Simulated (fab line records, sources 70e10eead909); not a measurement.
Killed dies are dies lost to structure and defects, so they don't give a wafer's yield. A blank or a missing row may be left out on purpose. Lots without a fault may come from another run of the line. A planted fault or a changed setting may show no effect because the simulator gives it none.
Chamber matching | flow nand_harc | NHARC_P_GATE_DESCUM_93 on rie_diel-02: 4 sister chambers
The step chemistry O2, time 3 s. 8 wafers are shown with their chamber, then 10 later ones without.

WAFERS WITH THEIR CHAMBER
wafer  | chamber | showerhead_plenum_p_Torr (Torr) | drypump_motor_current_A (A)
L082.3 | 2       | 2.00                            | 4.9
L082.5 | 1       | 1.94                            | 5.7
L083.1 | 3       | 2.00                            | 5.3
L086.2 | 0       | 2.00                            | 5.3
L086.4 | 0       | 2.00                            | 5.2
L086.6 | 2       | 2.00                            | 4.9
L089.2 | 1       | 1.94                            | 5.7
L089.3 | 3       | 1.99                            | 5.2

WAFERS WITHOUT THEIR CHAMBER
wafer  | showerhead_plenum_p_Torr (Torr) | drypump_motor_current_A (A)
L089.5 | 2.00                            | 4.9
L089.1 | 2.00                            | 4.9
L089.4 | 2.00                            | 5.2
L089.6 | 1.94                            | 5.7
L094.3 | 1.99                            | 5.3
L094.4 | 2.00                            | 5.3
L094.6 | 1.94                            | 5.7
L096.1 | 2.00                            | 5.3
L096.2 | 1.99                            | 4.9
L096.5 | 1.99                            | 4.9

WHICH CHAMBER EACH WENT THROUGH
wafer  | from the rows above     | in truth
L089.5 | 2                       | 2
L089.1 | 2                       | 2
L089.4 | can't be placed: 0 or 3 | 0
L089.6 | 1                       | 1
L094.3 | can't be placed: 3 or 0 | 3
L094.4 | can't be placed: 0 or 3 | 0
L094.6 | 1                       | 1
L096.1 | can't be placed: 0 or 3 | 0
L096.2 | 2                       | 2
L096.5 | 2                       | 2
Placed correctly: 6 of 10. Can't be placed from these rows: 4 (the true chamber is among the candidates in 4). Placed wrongly: 0.
How it was worked out, from the rows above alone: a wafer's distance from a chamber is the root of the sum, over the readings, of the square of ((its reading less the chamber's mean) divided by the reading's scatter). The wafer belongs to the nearest chamber; if the next one is less than 2 further off, it can't be placed. A chamber's mean is the mean of its shown wafers. The scatter: the root of (the sum of the squares of (reading less its chamber's mean) over the shown wafers, divided by (wafers less chambers)).
